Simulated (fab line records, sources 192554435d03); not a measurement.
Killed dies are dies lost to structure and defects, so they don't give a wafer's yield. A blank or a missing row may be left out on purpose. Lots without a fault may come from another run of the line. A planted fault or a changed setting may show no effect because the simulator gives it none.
Chamber matching | flow n5_finfet | N5_BEOL_M0_SAQP_PECVD_03 on pecvd-01: 3 sister chambers
The step deposits SiCN from 3MS/NH3, target thk 12 nm, time 21.1 s. 6 wafers are shown with their chamber, then 12 later ones without.

WAFERS WITH THEIR CHAMBER
wafer  | chamber | showerhead_plenum_p_Torr (Torr) | throttle_valve_pct (%)
L078.5 | 1       | 3.652                           | 8.7
L079.1 | 1       | 3.665                           | 9.0
L079.2 | 0       | 3.675                           | 9.0
L080.1 | 2       | 3.636                           | 8.5
L080.2 | 0       | 3.673                           | 9.2
L080.5 | 2       | 3.622                           | 8.1

WAFERS WITHOUT THEIR CHAMBER
wafer  | showerhead_plenum_p_Torr (Torr) | throttle_valve_pct (%)
L094.1 | 3.655                           | 8.7
L094.5 | 3.651                           | 8.7
L094.6 | 3.680                           | 8.9
L096.1 | 3.664                           | 8.6
L096.2 | 3.627                           | 8.4
L096.3 | 3.675                           | 9.2
L096.4 | 3.666                           | 8.7
L096.5 | 3.645                           | 8.3
L096.6 | 3.675                           | 9.3
L097.2 | 3.638                           | 8.4
L097.3 | 3.658                           | 8.7
L097.5 | 3.632                           | 8.1

WHICH CHAMBER EACH WENT THROUGH
wafer  | from the rows above     | in truth
L094.1 | 1                       | 1
L094.5 | 1                       | 1
L094.6 | can't be placed: 0 or 1 | 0
L096.1 | can't be placed: 1 or 0 | 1
L096.2 | 2                       | 2
L096.3 | 0                       | 0
L096.4 | can't be placed: 1 or 0 | 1
L096.5 | can't be placed: 2 or 1 | 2
L096.6 | 0                       | 0
L097.2 | 2                       | 2
L097.3 | 1                       | 1
L097.5 | 2                       | 2
Placed correctly: 8 of 12. Can't be placed from these rows: 4 (the true chamber is among the candidates in 4). Placed wrongly: 0.
How it was worked out, from the rows above alone: a wafer's distance from a chamber is the root of the sum, over the readings, of the square of ((its reading less the chamber's mean) divided by the reading's scatter). The wafer belongs to the nearest chamber; if the next one is less than 2 further off, it can't be placed. A chamber's mean is the mean of its shown wafers. The scatter: the root of (the sum of the squares of (reading less its chamber's mean) over the shown wafers, divided by (wafers less chambers)).
